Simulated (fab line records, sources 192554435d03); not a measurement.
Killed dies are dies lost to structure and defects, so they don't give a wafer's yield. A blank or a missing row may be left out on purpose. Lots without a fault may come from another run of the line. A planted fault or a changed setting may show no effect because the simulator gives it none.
Split-lot experiment | flow n5_finfet | 7 lots, 21 wafers read, on a route of 1938 steps

THE SPLIT
At N5_BEOL_M0_SAQP_PECVD_04 (deposits a-Si from SiH4/He, target thk 60 nm, time 60.2 s), the setting time_s was moved away from the recipe's 60.2 s on 9 of the 21 wafers read, by -10.1% to +14.2%. The other wafers ran this setting at the recipe's value.

FROM THE SPLIT TO THE READING: what the file shows between them, 1 step
- N5_BEOL_M0_SAQP_THK_MEAS_05

THE READING
oes_product_au, in a.u., at N5_BEOL_M0_SAQP_MANDREL_ETCH_20 (etches a-Si in HBr/Cl2, stops on SiNx, target depth 60 nm, bt time 10 s, time 30 s). Fault-free wafers of this fab line usually give 0.778 a.u., standard deviation 0.012 a.u..

wafer  | tool, chamber at the split | time_s as run, s | against the recipe | oes_product_au, a.u. | against lot-mates on the recipe
L074.3 | pecvd-03, 0                | 60.2             | recipe             | 0.758                | -
L074.4 | pecvd-03, 0                | 60.2             | recipe             | 0.783                | -
L074.6 | pecvd-03, 2                | 60.2             | recipe             | 0.798                | -
L076.1 | pecvd-04, 0                | 54.12            | -10.1%             | 0.721                | -0.064
L076.3 | pecvd-04, 1                | 60.2             | recipe             | 0.783                | -
L076.4 | pecvd-04, 1                | 60.2             | recipe             | 0.787                | -
L085.1 | pecvd-04, 1,2              | 54.6             | -9.3%              | 0.737                | -0.062
L085.2 | pecvd-04, 1,2              | 54.6             | -9.3%              | 0.731                | -0.068
L085.6 | pecvd-04, 1                | 60.2             | recipe             | 0.799                | -
L086.1 | pecvd-04, 0                | 60.2             | recipe             | 0.799                | -
L086.4 | pecvd-04, 0                | 68.75            | +14.2%             | 0.837                | +0.038
L086.6 | pecvd-04, 2                | 68.75            | +14.2%             | 0.840                | +0.041
L089.1 | pecvd-04, 0                | 60.2             | recipe             | 0.754                | -
L089.4 | pecvd-04, 2                | 62.91            | +4.5%              | 0.780                | +0.026
L089.6 | pecvd-04, 0                | 62.91            | +4.5%              | 0.784                | +0.030
L090.1 | pecvd-03, 2                | 60.2             | recipe             | 0.763                | -
L090.3 | pecvd-03, 1                | 60.2             | recipe             | 0.763                | -
L090.6 | pecvd-03, 0                | 60.2             | recipe             | 0.764                | -
L093.4 | pecvd-03, 1                | 60.2             | recipe             | 0.771                | -
L093.5 | pecvd-03, 1                | 54.63            | -9.3%              | 0.735                | -0.036
L093.6 | pecvd-03, 0                | 54.63            | -9.3%              | 0.726                | -0.045
Where a row lists several chambers, the file gives one row for several wafers and doesn't say which wafer went through which chamber.

THE FIT
A straight line over all 21 wafers: oes_product_au changes by +0.00448 a.u. for each +1% of time_s; r = +0.91; the points scatter about the line by 0.014 a.u..
The same after taking each lot's own level away (the mean of its wafers on the recipe; 21 wafers): +0.00442 a.u. for each +1%; r = +0.92; scatter 0.013 a.u..
On that fit, the largest move of time_s shifts the reading by 0.063 a.u..
The lots' own levels span 0.7540 to 0.7990 a.u., that is 3.8 times the standard deviation above.
So the lot-to-lot level changes the slope little: the two slopes agree.
Check: with one of the wafers moved furthest among these (+14.2%) left out of the fit, the line predicts +0.0664 a.u. for it against its lot-mates. It came out at +0.038 a.u. against them.

OTHER SPLITS ON THESE WAFERS
These wafers also went through other splits before the reading. Each is held against what the fit with the lots' levels taken away leaves over:
other split on the same wafers        | wafers away from the commonest value | r with oes_product_au (lot level and that fit taken away)
N5_MOL_CONTACT_COAG_EXPOSE_05 dose_mj | 5                                    | -0.02
N5_MOL_CONTACT_COAG_ETCH_91 source_w  | 7                                    | +0.18

THE WHOLE CHAIN: every reading that the file lists as answering this split, in the file's order
step                            | what it does                                                                       | reading                                                                               | change (the file's fit)                   | r (the file's)
N5_BEOL_M0_SAQP_PECVD_04        | deposits a-Si from SiH4/He, target thk 60 nm, time 60.2 s                          | a-Si_of_BEOL_M0_SAQP_PECVD_04.thk_nm (the simulator's own value, which no gauge read) | +0.708 nm for each +1% of the setting     | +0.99
N5_BEOL_M0_SAQP_THK_MEAS_05     |                                                                                    | thk_nm                                                                                | withheld for each +1% of the setting      | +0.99
N5_BEOL_M0_SAQP_MANDREL_ETCH_20 | etches a-Si in HBr/Cl2, stops on SiNx, target depth 60 nm, bt time 10 s, time 30 s | oes_product_au                                                                        | +0.00467 a.u. for each +1% of the setting | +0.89
N5_BEOL_M0_SAQP_MANDREL_ETCH_20 | etches a-Si in HBr/Cl2, stops on SiNx, target depth 60 nm, bt time 10 s, time 30 s | etch.depth_nm (the simulator's own value, which no gauge read)                        | +0.698 nm for each +1% of the setting     | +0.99

THE FILE'S OWN FIT
oes_product_au changes by +0.00467 a.u. for each +1% of time_s, r = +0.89.
